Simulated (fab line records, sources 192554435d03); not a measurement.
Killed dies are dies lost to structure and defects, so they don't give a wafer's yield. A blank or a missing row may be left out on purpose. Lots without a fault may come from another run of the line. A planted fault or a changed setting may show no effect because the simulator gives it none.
Chamber matching | flow n5_finfet | N5_BEOL_M5_PRE_CLEAN_77 on cvd_co-02: 3 sister chambers
The step time 15 s. 27 wafers are shown with their chamber, then 12 later ones without.

WAFERS WITH THEIR CHAMBER
wafer  | chamber | heater_power_w (W)
L074.3 | 2       | 104
L074.4 | 2       | 103
L074.5 | 0       | 62
L075.1 | 2       | 104
L075.3 | 1       | 97
L075.6 | 2       | 102
L076.1 | 2       | 101
L076.3 | 1       | 95
L076.4 | 1       | 96
L079.1 | 0       | 65
L079.4 | 0       | 62
L079.6 | 2       | 104
L077.1 | 0       | 64
L077.3 | 1       | 94
L077.6 | 1       | 93
L078.1 | 2       | 107
L078.4 | 1       | 98
L078.5 | 0       | 63
L080.1 | 1       | 93
L080.3 | 2       | 104
L080.5 | 2       | 103
L081.1 | 2       | 103
L081.2 | 1       | 96
L081.5 | 2       | 102
L084.2 | 0       | 64
L084.4 | 0       | 65
L084.5 | 1       | 96

SIGNATURES (means of the wafers above)
reading        | chamber 0 | chamber 1 | chamber 2 | scatter within a chamber
heater_power_w | 63.57     | 95.33     | 103.36    | 1.56
Rule: a wafer's distance from a chamber is the root of the sum, over the readings, of the square of ((its reading less the chamber's mean) divided by the reading's scatter). The wafer belongs to the nearest chamber; if the next one is less than 2 further off, it can't be placed. The scatter: the root of (the sum of the squares of (reading less its chamber's mean) over the shown wafers, divided by (wafers less chambers)).

WAFERS WITHOUT THEIR CHAMBER
wafer  | heater_power_w (W)
L088.1 | 62
L088.4 | 64
L088.6 | 105
L089.2 | 95
L089.3 | 63
L089.5 | 98
L094.1 | 103
L094.3 | 63
L094.4 | 64
L095.2 | 104
L095.3 | 64
L095.4 | 98

WHICH CHAMBER EACH WENT THROUGH
wafer  | from the rows above     | in truth
L088.1 | 0                       | 0
L088.4 | 0                       | 0
L088.6 | 2                       | 2
L089.2 | 1                       | 1
L089.3 | 0                       | 0
L089.5 | can't be placed: 1 or 2 | 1
L094.1 | 2                       | 2
L094.3 | 0                       | 0
L094.4 | 0                       | 0
L095.2 | 2                       | 2
L095.3 | 0                       | 0
L095.4 | can't be placed: 1 or 2 | 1
Placed correctly: 10 of 12. Can't be placed from these rows: 2 (the true chamber is among the candidates in 2). Placed wrongly: 0.
